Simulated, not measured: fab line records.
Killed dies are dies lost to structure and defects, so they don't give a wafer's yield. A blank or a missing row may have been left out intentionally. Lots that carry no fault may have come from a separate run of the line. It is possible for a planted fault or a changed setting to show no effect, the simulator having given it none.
Comparing a struck lot with a sound one :: flow n5 finfet :: 28 out of 1938 route steps
Sound: the wafers L484.1, L484.3, L484.5. The struck wafers were L493.2, L493.3, L493.6. At the end, the cause is stated.
For every step that has rows: the tool of each side, followed by ch and its chambers, followed by its first start. Under that, the readings that differ: sound wafers :: struck wafers :: difference of the means :: sigmas: that difference in standard deviations of wafers without a fault.
alike: readings whose means differ by less than 2 such deviations, and words and numbers that are the same on both sides. not compared: withheld readings, readings that some wafer has no value for, bounds like >300 that may hide the same value, and numbers for which the record gives no deviation and whose values overlap.
The two part at a step that has a row with sigmas, a row that says differs or no value, or rows on one side only. Numbers that have no deviation but don't overlap get no sigmas and don't part them. A reading missing from all wafers of one side parts the sides only when that side holds two or more wafers.

first, 12 steps without rows for these wafers: N5_MOL_CONTACT_COAG_ETCH_89 (etches underlayer in N2/H2, target depth 13 nm, time 10.4 s); N5_MOL_CONTACT_COAG_ETCH_90 (etches SiARC in CF4, target depth 13 nm, time 21.7 s); N5_MOL_CONTACT_COAG_ALD_131 (deposits SiO2, target thk 5 nm, pulse time 1 s, co reactant pulse time 1 s); N5_MOL_CONTACT_COAG_ETCHBACK_132 (etches SiO2 in CHF3, target depth 10 nm, time 6.7 s); N5_MOL_CONTACT_COAG_ETCH_91 (etches SOC in N2/H2, target depth 60 nm, overetch 21 nm, time 101.2 s); N5_MOL_CONTACT_COAG_STRIP_92 (strips in N2/H2); N5_MOL_CONTACT_COAG_STRIP_93 (strips in N2/H2); N5_MOL_CONTACT_COAG_ETCHBACK_135 (etches SiO2 in CHF3, target depth 25 nm, time 16.7 s); N5_MOL_CONTACT_COAG_STRIP_118 (strips in CHF3); N5_MOL_CONTACT_COAG_VIA_ETCH_46 (etches SiO2 in C4F6/O2, target depth 46 nm, overetch 9.2 nm, time 40 s); N5_MOL_CONTACT_COAG_STRIP_96 (strips in N2/H2); N5_MOL_CONTACT_COAG_ETCH_47 (etches SiNx in CH3F/O2, stops on W, target depth 27 nm).
N5_MOL_CONTACT_COAG_STRIP_119: strips in N2/H2, time 30 s.
  sound on plasma asher-02 ch 0,1, day 5 14:59; struck on plasma asher-02 ch 0,1, day 8 01:58
  alike: drypump motor current A, heater power w, temp c
  not compared: rf hours counter h
then, 11 steps without rows for these wafers: N5_MOL_CONTACT_COAG_PRECLEAN_144 (cleans in alkaline clean, time 60 s); N5_MOL_CONTACT_COAG_SRD_145 (time 30 s); N5_MOL_CONTACT_COAG_COAT_62 (time 60 s, resist thk 60 nm); N5_MOL_CONTACT_COAG_COAT_63 (time 60 s, resist thk 10 nm); N5_MOL_CONTACT_COAG_COAT_64 (time 60 s, resist thk 10 nm); N5_MOL_CONTACT_COAG_COAT_34 (resist thk 40 nm); N5_MOL_CONTACT_COAG_EBR_36; N5_MOL_CONTACT_COAG_SOFTBAKE_35 (time 60 s); N5_MOL_CONTACT_COAG_EXPOSE_37 (exposes mask VD, defocus 0 nm); N5_MOL_CONTACT_COAG_PEB_38 (peb time 60 s); N5_MOL_CONTACT_COAG_DEVELOP_39 (develop time 30 s).
N5_MOL_CONTACT_COAG_INSPECT_42: inspects for defects (brightfield).
  sound on defect inspect-01, day 5 15:32; struck on defect inspect-01, day 8 02:33
reading: raw defect count
sound: 223 356 365
struck: 909 913 827
difference: +568
sigmas: +10
then, 1 step without rows for these wafers: N5_MOL_CONTACT_COAG_DESCUM_45 (chemistry O2, time 7 s).
-- a jump in the record: the struck wafers' starts before and after are 9 days apart (it breaks off in module MOL_CONTACT_COAG and resumes in module BEOL_M4, where the first step shown is number 1111 of the route) --
N5_BEOL_M4_RC_MEAS_101:
  sound on prober-01 ch 0, day 16 11:26; struck on prober-02 ch 0, day 17 07:29
  alike: DIBL_N, DIBL_P, IOFF_N, IOFF_P, ION_N, ION_P, SS_N, SS_P, VT_N, VT_P
-- here the record skips 5 days between the struck wafers' starts before and after, leaving off in module BEOL_M4 and picking up in module PASSIVATION (first step shown: number 1936 of the route) --
N5_PASSIVATION_PROBE_49:
  sound on prober-01, day 21 16:14; struck on prober-02, day 22 09:00
reading: defect limited yield (%)
sound: 89.9 92.8 90.0
struck: 78.5 82.5 78.5
difference: -11.1
sigmas: -7

reading: killed at contacts
sound: 15 10 11
struck: 142 109 143
difference: +119
sigmas: +20

reading: killed dies
sound: 119 85 118
struck: 254 206 254
difference: +131
sigmas: +7

reading: sort_bin_5_function (%)
sound: 5.3 4.3 6.5
struck: 13.4 10.8 13.1
difference: +7.1
sigmas: +6

reading: sort n pass
sound: 1061 1095 1062
struck: 926 974 926
difference: -131
sigmas: -7

reading: sort yield pct (%)
sound: 89.9 92.8 90.0
struck: 78.5 82.5 78.5
difference: -11.1
sigmas: -7
  alike: killed_at_M0_to_M3, killed_at_M4_up, killed at front end, killed at other, killed open, killed short, sort_bin_6_memory, sort_bin_8_speed

== WHERE THEY PART ==
First at N5_MOL_CONTACT_COAG_INSPECT_42; last, within this record, at N5_PASSIVATION_PROBE_49.

WHY: what the simulator had put in
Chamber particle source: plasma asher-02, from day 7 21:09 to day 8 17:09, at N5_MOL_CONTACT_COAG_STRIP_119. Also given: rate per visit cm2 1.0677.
